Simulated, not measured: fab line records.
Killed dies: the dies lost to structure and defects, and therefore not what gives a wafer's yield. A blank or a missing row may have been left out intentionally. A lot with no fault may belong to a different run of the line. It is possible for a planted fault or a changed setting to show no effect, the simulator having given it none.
fab line records | flow n5-finfet
record lots=4 | wafers=12 | last-day=18
route steps=1938 shown BEOL_M4@1099 BEOL_M5@1112 BEOL_M15@1830 PASSIVATION@1936
lots untouched by any fault: they come from a run of this same line in which no faults occurred
start-h: hours from the record's first day to the start of the lot's first wafer shown | wait-h: hours since the lot's step before | " repeats the value in the row above | L1.1+2: a single row standing in for several wafers | - value missing, or start not given | * or withheld: withheld | < > ~ a bound
route shown NAME@n: a module of which the file shows steps, and the number in the route of the first | usual: mean/standard deviation taken from wafers without a fault | same: alike in all rows | chamber/n: place in a boat | sites: the reading at each site | _std_site: their standard deviation | _edge_site: the outer-site mean with the inner-site mean subtracted | radius-mm: how far each site lies from the wafer's centre | mask NAME#n: copy n | behind: the last tool/chamber to shape the wafer | hold: the reason the lot was held/the length of the hold in hours/how it ended | device: the transistor (n, p or np) that didn't switch | end of line: tests of these same wafers at the route's end | a step without rows: its recipe alone | killed: dies lost to structure and defects at the first sort, not the wafer's yield | map: shows each die of a wafer: x if killed, . if not, _ if none is there
set.NAME: the setting that was run; set.NAME@STEP: the one run at that earlier step | model.NAME: the simulator's own value behind a step, which no gauge read
a table for each step, a row for each wafer; lots at some steps of the route
services: when a tool's chamber went out of use (start-h, in hours from the record's first day, below 0 if earlier), for how many hours, and the reason
## steps
# step N5_BEOL_M4_ANNEAL_95
# recipe temp-c=400 | time-s=240 | ambient=vacuum
# step N5_BEOL_M4_SPUTTER_96
# recipe material=Cu | target-thk-a=45 | temp-c=-20 | chamber-pressure-pa=0.07 | power-w=withheld | time-s=8.29
# step N5_BEOL_M4_ECD_50
# recipe material=Cu | target-thk-a=3000
# step N5_BEOL_M4_ANNEAL_51
# recipe temp-c=225 | time-s=90 | ambient=N2
# step N5_BEOL_M4_CMP_52
# recipe stop-on=SiOC | t-overpolish-s=6.8 | down-force-psi=1 | platen-rpm=50 | clearing-platen-down-force-psi=1.5 | clearing-platen-rpm=50 | post-cmp-clean=cu-alkaline | target-thk-nm=40 | clearing-platen-pad-velocity-m-s=0.99484 | pad-velocity-m-s=0.99484
# step N5_BEOL_M4_PRE_CLEAN_60
# recipe gas=NH3/H2 | time-s=15 | temp-c=* | rf-power-w=300
# step N5_BEOL_M4_CO_CAP_55
# recipe material=Co | target-thk-a=20 | temp-c=200 | precursor=CCTBA/H2 | pressure-torr=30 | time-s=102.1
# step N5_BEOL_M4_PRE_CLEAN_56
# recipe gas=NH3 | time-s=15 | temp-c=withheld | rf-power-w=300
# step N5_BEOL_M4_DEP_57
# recipe material=SiCN | target-thk-a=80 | temp-c=withheld | precursor=3MS/NH3 | pressure-torr=3 | rf-w=202 | time-s=14
# step N5_BEOL_M4_RC_MEAS_101
# usual DIBL_N=36.1/1.9 | DIBL_P=36.4/2.5 | IOFF_N=0.16/0.036 | IOFF_P=0.22/0.038 | ION_N=672/11 | ION_P=462/8 | SS_N=71.6/0.68 | SS_P=73.3/0.77 | VT_N=250/3.3 | VT_P=-250/3.6
lot.wafer | tool      | chamber | start-h | wait-h | DIBL_N[mV/V] | DIBL_P[mV/V] | IOFF_N[nA/um] | IOFF_P[nA/um] | ION_N[uA/um] | ION_P[uA/um] | SS_N[mV/dec] | SS_P[mV/dec] | VT_N[mV] | VT_P[mV]
L697.1    | prober-01 | 0       | 204.46  | 0.0    | 41.2         | 42.5         | 0.26          | 0.29          | 698          | 471          | 72.0         | 74.4         | 243      | -246
L697.3    | "         | 0       | "       | "      | 35.6         | 36.8         | 0.14          | 0.20          | 668          | 460          | 71.4         | 73.2         | 251      | -251
L697.6    | "         | 0       | "       | "      | 38.3         | 40.3         | 0.20          | 0.25          | 693          | 470          | 71.6         | 74.2         | 245      | -249
L707.1    | prober-02 | 0       | 287.73  | 0.0    | 35.5         | 37.2         | 0.15          | 0.20          | 669          | 461          | 71.8         | 73.7         | 252      | -255
L707.4    | "         | 0       | "       | "      | 36.8         | 38.2         | 0.18          | 0.22          | 685          | 461          | 71.5         | 73.6         | 249      | -251
L707.5    | "         | 0       | "       | "      | 35.7         | 37.4         | 0.16          | 0.21          | 670          | 465          | 71.7         | 73.1         | 251      | -252
L712.4    | prober-02 | 0       | 309.61  | 0.5    | 37.3         | 38.4         | 0.18          | 0.23          | 683          | 465          | 71.8         | 74.0         | 247      | -251
L712.5    | "         | 0       | "       | "      | 37.1         | 37.7         | 0.17          | 0.22          | 688          | 466          | 71.6         | 73.1         | 247      | -250
L712.6    | "         | 0       | "       | "      | 38.2         | 39.6         | 0.20          | 0.26          | 690          | 465          | 72.0         | 74.2         | 247      | -248
L716.2    | prober-01 | 0       | 328.78  | 0.2    | 38.0         | 38.6         | 0.17          | 0.20          | 676          | 460          | 71.4         | 73.6         | 248      | -253
L716.4    | "         | 0       | "       | "      | 36.5         | 35.6         | 0.14          | 0.16          | 666          | 445          | 71.5         | 72.8         | 254      | -256
L716.5    | "         | 0       | "       | "      | 36.4         | 35.6         | 0.14          | 0.17          | 661          | 453          | 71.3         | 72.4         | 253      | -256
# step N5_BEOL_M5_ILD_DEP_00
# recipe material=SiCOH_lowk | target-thk-a=1406.4 | temp-c=300 | precursor=DEMS/porogen | pressure-torr=5 | rf-w=500 | time-s=25.9
# step N5_BEOL_M5_CURE_79
# recipe temp-c=385 | time-s=240 | ambient=He/Ar | material=SiCOH_lowk
# step N5_BEOL_M5_PECVD_70
# recipe material=SiO2 | target-thk-a=160 | temp-c=400 | precursor=TEOS/O2 | pressure-torr=5.5 | rf-w=450 | teos-flow-sccm=53.8 | gas=O2 | flow-sccm=3000 | time-s=18
# step N5_BEOL_M5_HM_DEP_02
# recipe material=TiN | target-thk-a=200 | temp-c=25 | chamber-pressure-pa=0.49996
# step N5_BEOL_M5_COAT_59
# recipe resist=SOC | temp-c=250 | time-s=60 | spin-rpm=1500 | resist-thk-nm=60
# step N5_BEOL_M5_COAT_60
# recipe resist=SiARC | temp-c=220 | time-s=60 | spin-rpm=1500 | resist-thk-nm=12
# step N5_BEOL_M5_COAT_71
# recipe resist=underlayer | temp-c=205 | time-s=60 | spin-rpm=1500 | resist-thk-nm=5
# step N5_BEOL_M5_COAT_05
# recipe resist=CAR-EUV | spin-rpm=1500 | resist-thk-nm=30
# step N5_BEOL_M5_EBR_07
# recipe solvent=PGMEA | ebr-width-mm=1.5
# step N5_BEOL_M5_SOFTBAKE_06
# recipe temp-c=110 | time-s=60 | resist=CAR-EUV
# step N5_BEOL_M5_EXPOSE_08
# recipe mask-id=M5 | na=0.33 | source-shape=annular | sigma-inner=0.4 | sigma-outer=0.8 | polarization=unpolarized | target-cd-nm=28 | dose-mj=35.75
# step N5_BEOL_M5_PEB_09
# recipe peb-temp-c=100 | peb-time-s=60 | resist=CAR-EUV
# step N5_BEOL_M5_DEVELOP_10
# recipe develop-time-s=30 | developer=TMAH | resist=CAR-EUV | rinse-liquid=surfactant-rinse | dry=air-spin | dev-temp-c=23
# step N5_BEOL_M5_DESCUM_16
# recipe chemistry=O2 | time-s=7 | source-power-w=50 | bias-power-w=20 | pressure-mtorr=20 | rf-frequency-hz=2.712e+07 | temp-c=40 | resist=CAR-EUV | o2-flow-sccm=225
# step N5_BEOL_M5_ETCH_72
# recipe chemistry=N2/H2 | target=underlayer | target-depth-a=65 | mask-material=CAR-EUV | time-s=5.2 | ion-energy-ev=200 | pressure-mtorr=30 | source-w=840 | bias-w=150 | n2-flow-sccm=200 | h2-flow-sccm=200 | ends=cleared
# step N5_BEOL_M5_ETCH_61
# recipe chemistry=CF4 | target=SiARC | target-depth-a=156 | mask-material=CAR-EUV | time-s=26 | ion-energy-ev=80 | pressure-mtorr=40 | source-w=545 | bias-w=36 | Ar_flow_sccm=100 | cf4-flow-sccm=100 | ends=cleared
# step N5_BEOL_M5_ETCH_62
# recipe chemistry=N2/H2 | target=SOC | target-depth-a=750 | overetch-a=150 | mask-material=SiARC | temp-c=40 | time-s=112.5 | ion-energy-ev=200 | pressure-mtorr=30 | source-w=840 | bias-w=150 | n2-flow-sccm=200 | h2-flow-sccm=200
# step N5_BEOL_M5_STRIP_63
# recipe chemistry=N2/H2 | temp-c=40 | n2-flow-sccm=200 | h2-flow-sccm=200 | rf-frequency-hz=6e+07
# step N5_BEOL_M5_STRIP_73
# recipe chemistry=N2/H2 | temp-c=40 | n2-flow-sccm=200 | h2-flow-sccm=200 | rf-frequency-hz=6e+07
# step N5_BEOL_M5_STRIP_64
# recipe chemistry=CF4 | resist=SiARC | power-w=300 | bias-power-w=75 | pressure-mtorr=50 | cf4-flow-sccm=150 | rf-frequency-hz=6e+07
# step N5_BEOL_M5_HM_OPEN_17
# recipe chemistry=Cl2/BCl3 | target-depth-a=200 | overetch-a=60 | target=TiN | mask-material=SOC | ion-energy-ev=150 | pressure-mtorr=10 | icp-w=1000 | bias-w=126 | Cl2_flow_sccm=53.25 | bcl3-flow-sccm=21.75 | Ar_flow_sccm=25
# step N5_BEOL_M5_STRIP_19
# recipe chemistry=O2 | power-w=400 | temp-c=40 | pressure-mtorr=30 | rf-frequency-hz=6e+07 | bias-power-w=0 | overash-fraction=0.2 | o2-flow-sccm=225
# step N5_BEOL_M5_COAT_65
# recipe resist=SOC | temp-c=250 | time-s=60 | spin-rpm=1500 | resist-thk-nm=60
# step N5_BEOL_M5_COAT_66
# recipe resist=SiARC | temp-c=220 | time-s=60 | spin-rpm=1500 | resist-thk-nm=12
# step N5_BEOL_M5_ALD_86
# recipe material=TaN | target-thk-a=* | temp-c=275 | ald-precursor-family=PDMAT | ald-co-reactant=NH3 | pressure-torr=3 | carrier-flow-sccm=1500 | pulse-time-s=2 | purge-time-s=3 | co-reactant-purge-time-s=2 | co-reactant-pulse-time-s=3 | ald-cycles=30 | precursor-vessel-temp-c=75 | precursor-vessel-pressure-torr=26.25 | precursor-vessel-carrier-sccm=1000
# usual heater-power-w=417/30
lot.wafer | tool         | chamber | start-h | wait-h | heater-power-w
L697.1    | ald-metal-04 | 2       | 216.45  | 0.1    | 388
L697.3    | "            | 3       | "       | "      | 428
L697.6    | "            | 0       | "       | "      | 418
L707.1    | ald-metal-04 | 2       | 296.73  | 0.1    | 396
L707.4    | "            | 0       | "       | "      | 414
L707.5    | "            | 1       | "       | "      | 375
L712.4    | ald-metal-04 | 2       | 317.81  | 0.0    | 403
L712.5    | "            | 3       | "       | "      | 429
L712.6    | "            | 0       | "       | "      | 417
L716.2    | ald-metal-03 | 3       | 336.71  | 0.3    | 374
L716.4    | "            | 0       | "       | "      | 403
L716.5    | "            | 1       | "       | "      | 385
# step N5_BEOL_M15_RC_MEAS_101
# usual COMB_M10=1.5e-11/3.2e-12 | COMB_M11=1.4e-11/3.3e-12 | COMB_M12=6e-12/1.2e-12 | COMB_M13=4.7e-12/9.2e-13 | COMB_M14=3.6e-12/7.6e-13 | COMB_M15=2.4e-12/5.3e-13 | COMB_M5=3.5e-11/8.1e-12 | COMB_M5_max_site=5.1e-11/1.2e-11 | COMB_M6=2.5e-11/5.4e-12 | COMB_M7=2.5e-11/4.9e-12 | COMB_M7_max_site=3.6e-11/8.3e-12 | COMB_M8=2.5e-11/5.1e-12 | COMB_M9=1.36e-11/2.5e-12 | COMB_M9_max_site=2e-11/4.3e-12 | SERP_M10=3.07/0.11 | SERP_M11=3.04/0.082 | SERP_M12=0.636/0.017 | SERP_M13=0.308/0.0059 | SERP_M14=0.161/0.0036 | SERP_M5=38.9/1.8 | SERP_M6=13.8/0.57 | SERP_M7=13.9/0.68 | SERP_M8=13.7/0.55 | SERP_M9=3.06/0.093 | SERP_M9_max_site=3.15/0.092
lot.wafer | tool      | chamber | start-h | wait-h | COMB_M10[S/m] | COMB_M11[S/m] | COMB_M12[S/m] | COMB_M13[S/m] | COMB_M14[S/m] | COMB_M15[S/m] | COMB_M5[S/m] | COMB_M5_max_site[S/m] | COMB_M6[S/m] | COMB_M7[S/m] | COMB_M7_max_site[S/m] | COMB_M8[S/m] | COMB_M9[S/m] | COMB_M9_max_site[S/m] | SERP_M10[ohm/um] | SERP_M11[ohm/um] | SERP_M12[ohm/um] | SERP_M13[ohm/um] | SERP_M14[ohm/um] | SERP_M5[ohm/um] | SERP_M6[ohm/um] | SERP_M7[ohm/um] | SERP_M8[ohm/um] | SERP_M9[ohm/um] | SERP_M9_max_site[ohm/um]
L697.1    | prober-01 | 0       | 297.87  | 0.0    | 1.6e-11       | 1.2e-11       | 6.8e-12       | 6.5e-12       | 3.6e-12       | 4.2e-12       | 3.5e-11      | 5.4e-11               | 3e-11        | 2.5e-11      | 3.9e-11               | 3e-11        | 1.94e-11     | 2.4e-11               | 3.28             | 3.19             | 0.635            | 0.304            | 0.164            | 40.6            | 13.2            | 14.2            | 14.0            | 3.09            | 3.20
L697.3    | "         | 0       | "       | "      | 1.7e-11       | 1.6e-11       | 6.5e-12       | 4.8e-12       | 2.8e-12       | 2.7e-12       | 3.3e-11      | 4.8e-11               | 2.3e-11      | 2.2e-11      | 2.6e-11               | 2.4e-11      | 1.09e-11     | 1.8e-11               | 3.16             | 3.06             | 0.630            | 0.299            | 0.161            | 44.5            | 13.4            | 13.1            | 13.6            | 3.02            | 3.13
L697.6    | "         | 0       | "       | "      | 1.6e-11       | 1.2e-11       | 5.4e-12       | 4.7e-12       | 3.3e-12       | 3e-12         | 4.9e-11      | 6e-11                 | 2.6e-11      | 2.5e-11      | 3.4e-11               | 3.5e-11      | 1.36e-11     | 2.2e-11               | 3.26             | 3.04             | 0.647            | 0.313            | 0.160            | 40.2            | 13.3            | 14.6            | 13.8            | 2.93            | 2.99
L707.1    | prober-01 | 0       | 385.11  | 0.0    | 1.1e-11       | 1.4e-11       | 6.5e-12       | 4.2e-12       | 5.3e-12       | 1.3e-12       | 3.8e-11      | 5.3e-11               | 1.9e-11      | 2.6e-11      | 3e-11                 | 2.3e-11      | 1.2e-11      | 2.6e-11               | 3.08             | 3.09             | 0.623            | 0.309            | 0.167            | 38.0            | 12.8            | 14.9            | 14.1            | 3.17            | 3.25
L707.4    | "         | 0       | "       | "      | 1.4e-11       | 1.4e-11       | 4.4e-12       | 4.7e-12       | 2.2e-12       | 2.2e-12       | 5.1e-11      | 2.14e-10              | 2.4e-11      | 2.5e-11      | 3.3e-11               | 2.7e-11      | 1.2e-11      | 1.9e-11               | 3.12             | 3.06             | 0.652            | 0.310            | 0.169            | 39.7            | 12.8            | 14.7            | 13.7            | 3.08            | 3.15
L707.5    | "         | 0       | "       | "      | 1.1e-11       | 1e-11         | 6.3e-12       | 5.4e-12       | 2.6e-12       | 1.8e-12       | 2.7e-11      | 4.1e-11               | 2.7e-11      | 3.1e-11      | 5.4e-11               | 2.3e-11      | 1.48e-11     | 2.2e-11               | 3.01             | 2.97             | 0.612            | 0.309            | 0.168            | 40.0            | 12.6            | 15.1            | 14.1            | 3.14            | 3.21
L712.4    | prober-02 | 0       | 410.40  | 0.5    | 1.4e-11       | 1.7e-11       | 5.3e-12       | 4.7e-12       | 3.8e-12       | 3.3e-12       | 3.6e-11      | 5e-11                 | 2.2e-11      | 2.6e-11      | 4.7e-11               | 3.4e-11      | 1.52e-11     | 1.9e-11               | 3.00             | 3.11             | 0.607            | 0.312            | 0.158            | 37.7            | 13.8            | 14.2            | 14.0            | 3.08            | 3.18
L712.5    | "         | 0       | "       | "      | 1.6e-11       | 1e-11         | 5e-12         | 3e-12         | 3.5e-12       | 2.1e-12       | 3.6e-11      | 6.4e-11               | 2.1e-11      | 1.8e-11      | 3.2e-11               | 2.1e-11      | 1.38e-11     | 2.1e-11               | 3.12             | 3.04             | 0.642            | 0.305            | 0.166            | 36.7            | 13.3            | 13.5            | 13.7            | 2.90            | 3.07
L712.6    | "         | 0       | "       | "      | 1.4e-11       | 1.1e-11       | 5.3e-12       | 4.2e-12       | 3e-12         | 1.6e-12       | 3.1e-11      | 1.72e-10              | 2.2e-11      | 2e-11        | 3.3e-11               | 3.9e-11      | 1.31e-11     | 1.8e-11               | 3.27             | 3.09             | 0.653            | 0.314            | 0.160            | 39.1            | 13.8            | 13.3            | 13.8            | 3.00            | 3.19
L716.2    | prober-02 | 0       | 423.90  | 0.2    | 1.5e-11       | 9e-12         | 8.4e-12       | 4.2e-12       | 4.1e-12       | 2.4e-12       | 3e-11        | 5.8e-11               | 3e-11        | 2.5e-11      | 3.6e-11               | 4.1e-11      | 1.43e-11     | 2.4e-11               | 2.85             | 3.16             | 0.637            | 0.291            | 0.158            | 41.1            | 14.0            | 13.2            | 13.4            | 3.02            | 3.13
L716.4    | "         | 0       | "       | "      | 1.4e-11       | 1.1e-11       | 6.9e-12       | 5.3e-12       | 4.5e-12       | 2e-12         | 3.6e-11      | 4.4e-11               | 4.1e-11      | 1.9e-11      | 2.8e-11               | 2.3e-11      | 1.44e-11     | 2.1e-11               | 2.93             | 3.08             | 0.632            | 0.316            | 0.154            | 39.6            | 13.2            | 14.3            | 14.3            | 2.98            | 3.03
L716.5    | "         | 0       | "       | "      | 1.6e-11       | 1.1e-11       | 9.4e-12       | 4e-12         | 3.6e-12       | 2e-12         | 3.2e-11      | 5.6e-11               | 2.6e-11      | 1.8e-11      | 2.5e-11               | 2.8e-11      | 9.4e-12      | 1.6e-11               | 2.81             | 3.18             | 0.639            | 0.320            | 0.158            | 38.8            | 14.0            | 14.1            | 13.4            | 2.96            | 3.02
# step N5_PASSIVATION_PROBE_49
# usual defect-limited-yield=91.2/1.4 | killed_at_M0_to_M3=34/11 | killed_at_M4_up=14/6.3 | killed-at-contacts=13/7.4 | killed-at-front-end=38/11 | killed-at-other=4.3/2.9 | killed-dies=103/17 | killed-open=68/12 | killed-short=34/8 | sort_bin_4_leakage=0.00/0.027 | sort_bin_5_function=5.1/0.9 | sort_bin_6_memory=3.3/0.66 | sort-n-pass=1077/17 | sort-yield-pct=91.2/1.4
# same gross-dies=1180 | killed-at-back-side=0 | sort_bin_8_speed[%]=0
lot.wafer | tool      | chamber | start-h | wait-h | defect-limited-yield[%] | killed_at_M0_to_M3 | killed_at_M4_up | killed-at-contacts | killed-at-front-end | killed-at-other | killed-dies | killed-open | killed-short | sort_bin_4_leakage[%] | sort_bin_5_function[%] | sort_bin_6_memory[%] | sort-n-pass | sort-yield-pct[%]
L697.1    | prober-02 | -       | 315.25  | 0.0    | 92.7                    | 19                 | 24              | 8                  | 29                  | 6               | 86          | 60          | 26           | 0.08                  | 4.2                    | 2.8                  | 1093        | 92.6
L697.3    | prober-02 | -       | 315.35  | 0.1    | 90.6                    | 29                 | 29              | 19                 | 28                  | 6               | 111         | 82          | 25           | 0                     | 5.3                    | 3.6                  | 1069        | 90.6
L697.6    | prober-02 | -       | 315.50  | 0.3    | 93.5                    | 20                 | 19              | 6                  | 28                  | 4               | 77          | 61          | 16           | 0                     | 3.8                    | 2.6                  | 1103        | 93.5
L707.1    | prober-01 | -       | 398.23  | 0.0    | 89.8                    | 43                 | 11              | 33                 | 29                  | 4               | 120         | 82          | 38           | 0                     | 6.1                    | 3.9                  | 1060        | 89.8
L707.4    | prober-01 | -       | 398.38  | 0.2    | 88.6                    | 44                 | 34              | 25                 | 27                  | 4               | 134         | 69          | 52           | 1.10                  | 5.3                    | 4.6                  | 1046        | 88.6
L707.5    | prober-01 | -       | 398.43  | 0.2    | 88.5                    | 52                 | 31              | 30                 | 19                  | 4               | 136         | 96          | 39           | 0                     | 7.0                    | 4.2                  | 1044        | 88.5
L712.4    | prober-01 | -       | 424.56  | 0.2    | 92.2                    | 25                 | 22              | 11                 | 31                  | 3               | 92          | 62          | 29           | 0                     | 4.6                    | 2.8                  | 1088        | 92.2
L712.5    | prober-01 | -       | 424.61  | 0.2    | 91.4                    | 17                 | 39              | 7                  | 35                  | 4               | 102         | 74          | 26           | 0                     | 5.7                    | 2.7                  | 1078        | 91.4
L712.6    | prober-01 | -       | 424.66  | 0.3    | 90.3                    | 31                 | 30              | 7                  | 43                  | 4               | 115         | 69          | 25           | 0.76                  | 5.3                    | 2.5                  | 1065        | 90.3
L716.2    | prober-01 | -       | 439.99  | 0.1    | 90.8                    | 39                 | 13              | 11                 | 41                  | 5               | 109         | 68          | 38           | 0                     | 5.3                    | 3.3                  | 1071        | 90.8
L716.4    | prober-01 | -       | 440.09  | 0.2    | 93.0                    | 22                 | 15              | 8                  | 33                  | 5               | 83          | 49          | 33           | 0                     | 3.9                    | 2.8                  | 1097        | 93.0
L716.5    | prober-01 | -       | 440.14  | 0.2    | 91.7                    | 30                 | 12              | 7                  | 42                  | 7               | 98          | 59          | 39           | 0                     | 5.3                    | 2.9                  | 1082        | 91.7
# killed by level:class
L697.1 BEOL_M4:geometric-particle:open=16 FIN_SAQP:geometric-particle:open=9 MOL_CONTACT_COAG:geometric-particle:open=6 GATE_CUT:geometric-particle:short=5 BEOL_M1:geometric-particle:short=4 MIM_TOP:geometric-particle:open=4 STARTING-WAFER:geometric-particle:short=4 STI_FIN_REVEAL:geometric-particle:open=3
L697.3 BEOL_M4:geometric-particle:open=22 MOL_CONTACT_COAG:geometric-particle:open=17 STI_FIN_REVEAL:geometric-particle:open=9 BEOL_M3:geometric-particle:open=9 BEOL_M1:geometric-particle:open=7 BEOL_M1:geometric-particle:short=5 HKMG_FIN:area-etch=4 FIN_SAQP:geometric-particle:open=3
L697.6 BEOL_M4:geometric-particle:open=9 BEOL_M3:geometric-particle:open=8 STI_FIN_REVEAL:geometric-particle:open=7 FIN_SAQP:geometric-particle:short=5 MOL_CONTACT_COAG:geometric-particle:open=5 BEOL_M1:geometric-particle:open=4 BEOL_M2:geometric-particle:open=4 STARTING-WAFER:geometric-particle:open=4
L707.1 MOL_CONTACT_COAG:geometric-particle:open=25 BEOL_M0_SAQP:geometric-particle:open=13 BEOL_M0_SAQP:geometric-particle:short=12 MOL_CONTACT_COAG:geometric-particle:short=8 FIN_SAQP:geometric-particle:open=6 BEOL_M1:geometric-particle:open=6 STI_FIN_REVEAL:geometric-particle:open=5 BEOL_M3:geometric-particle:open=5
L707.4 MOL_CONTACT_COAG:geometric-particle:open=18 BEOL_M0_SAQP:geometric-particle:short=16 BEOL_M0_SAQP:geometric-particle:open=16 M5:area-ald=13 GATE_CUT:geometric-particle:short=9 BEOL_M4:geometric-particle:short=8 MOL_CONTACT_COAG:geometric-particle:short=7 GATE_CUT:geometric-particle:open=5
L707.5 MOL_CONTACT_COAG:geometric-particle:open=28 BEOL_M4:geometric-particle:open=21 BEOL_M0_SAQP:geometric-particle:open=13 BEOL_M0_SAQP:geometric-particle:short=10 BEOL_M3:geometric-particle:open=7 BEOL_M1:geometric-particle:open=6 BEOL_M2:geometric-particle:open=6 BEOL_M1:geometric-particle:short=5
L712.4 BEOL_M4:geometric-particle:open=12 MOL_CONTACT_COAG:geometric-particle:open=11 FIN_SAQP:geometric-particle:short=7 BEOL_M2:geometric-particle:open=7 FIN_SAQP:geometric-particle:open=6 DUMMY_GATE:geometric-particle:open=4 BEOL_M0_SAQP:geometric-particle:open=4 BEOL_M2:geometric-particle:short=4
L712.5 BEOL_M4:geometric-particle:open=24 MOL_CONTACT_COAG:geometric-particle:open=7 FIN_SAQP:geometric-particle:short=6 STI_FIN_REVEAL:geometric-particle:open=6 BEOL_M2:geometric-particle:open=6 FIN_SAQP:geometric-particle:open=5 DUMMY_GATE:geometric-particle:open=4 BEOL_M0_SAQP:geometric-particle:short=4
L712.6 BEOL_M4:geometric-particle:open=13 BEOL_M3:geometric-particle:open=13 M5:area-ald=9 HKMG_FIN:area-etch=9 FIN_SAQP:geometric-particle:open=8 BEOL_M2:geometric-particle:open=6 BEOL_M3:geometric-particle:short=5 STI_FIN_REVEAL:geometric-particle:open=4
L716.2 BEOL_M0_SAQP:geometric-particle:open=10 STI_FIN_REVEAL:geometric-particle:open=9 BEOL_M0_SAQP:geometric-particle:short=8 FIN_SAQP:geometric-particle:short=7 MOL_CONTACT_COAG:geometric-particle:open=7 BEOL_M4:geometric-particle:open=7 BEOL_M2:geometric-particle:short=7 DUMMY_GATE:geometric-particle:open=5
L716.4 FIN_SAQP:geometric-particle:short=9 STI_FIN_REVEAL:geometric-particle:open=8 BEOL_M0_SAQP:geometric-particle:open=8 BEOL_M0_SAQP:geometric-particle:short=6 MOL_CONTACT_COAG:geometric-particle:open=5 BEOL_M3:geometric-particle:open=5 STARTING-WAFER:geometric-particle:short=4 BEOL_M4:geometric-particle:open=4
L716.5 STI_FIN_REVEAL:geometric-particle:open=12 BEOL_M0_SAQP:geometric-particle:open=10 FIN_SAQP:geometric-particle:short=7 BEOL_M2:geometric-particle:short=7 STI_FIN_REVEAL:geometric-particle:short=6 MOL_CONTACT_COAG:geometric-particle:open=6 FIN_SAQP:geometric-particle:open=5 BEOL_M3:geometric-particle:open=5
# map L707.5 (x killed, . not)
_________________.....xx.x...________________
______________.................._____________
___________x..............x........__________
__________x.............x..........._________
________............x.x......x........_______
_______...x........x..x................______
______................x..x....x.....x..x_____
_____x............x....x...x..........x..____
____..........x.............x......x......___
___.x....x.x..xx.......................x...__
___.x.x....x...........x........x..........__
__........x...x...........x...x............x_
__......x.x.............x.......x..........._
_.......x....xx......x...x.x..x...x..........
_..x...x......x..................x.......x...
_..x....................x.x.....x............
_x.x.x............x..x..................x....
_..x.......x.......................x.........
_...x.x...........x..............x......x....
_..x...............................x.....x.xx
_..xx....................................x...
__......x.....x...............x........x.x.._
__x....x......x..xx..............x.........._
___......x.....x....x..xx.x...x..x...x.....__
___....x...x......x..x..................x..__
____......x.....x.........................___
_____x.........x........x..x.............____
______....x...x.....xx..............x..._____
_______....x.......x.......x......x....______
________..xx.....x..........x.x......x_______
__________.......x.................._________
___________..................x.....__________
______________......x..........._____________
_________________..x.....x...________________
# map L712.6 (x killed, . not)
_________________.......x..x.________________
______________.......x.....xx..._____________
___________.....x..........x.......__________
__________..x........x.x..x........._________
________....................x........._______
_______......x..x..........x....x.x....______
______.x..x.............x.......x...xx.._____
_____......x.........x......x............____
____.......x............x..x.....x....x...___
___........................................__
___......x.............x................x..__
__........x.............x...x..............x_
__x...x...........................xx........_
_......x.x....x.x...x...........x............
_..................x.......................x.
_...............................x............
_...........x...............xx........x....x.
_..............x.........x...................
_..............xx..........x...x.............
_.......................x.x....x.............
_............xx..................x.....x.....
__......................x..........x.x......_
__.........................................._
___...x...........x............x...........__
___............x............x...x......x...__
____...x..........x..x.x...............x.x___
_____xx........x..............x..x.x.....____
______x.....................x..........._____
_______...x.........x..x.x.x.......xxx.______
________.x........x............x......_______
__________.x................x......x_________
___________.x.....x....xx..........__________
______________...x....x........._____________
_________________.x.x........________________
## services
tool         | chamber | start-h | hours | kind
ald-metal-03 | -       | 280.11  | 2.8   | pm
ald-metal-04 | 3       | 286.38  | 24.5  | repair
ald-metal-04 | 1       | 293.91  | 1.8   | repair
ald-metal-03 | 2       | 310.80  | 16.9  | repair
ald-metal-04 | 3       | 312.15  | 4.0   | repair
## key
first-sign step=N5_BEOL_M15_RC_MEAS_101 | reading=COMB_M5_max_site | direction=up | sigmas=11 | usual=5.1e-11 | struck=1.93e-10
effect step=N5_PASSIVATION_PROBE_49 | reading=sort_bin_4_leakage | direction=up | sigmas=11 | usual=0.00 | struck=0.93
met-at N5_BEOL_M5_ALD_86
struck-wafers L707.4,L712.6
onset-between 216.45 296.73
fault kind=site-profile-drift | tool=ald-metal-04 | chamber=0 | onset-h=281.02 | steps=N5_BEOL_M5_ALD_86 | basis=fraction | max-abs-drift=0.38505 | slope-share-per-hr=85.567 | site-pattern=0,0,0,0,0,-1,-1,-1,-1
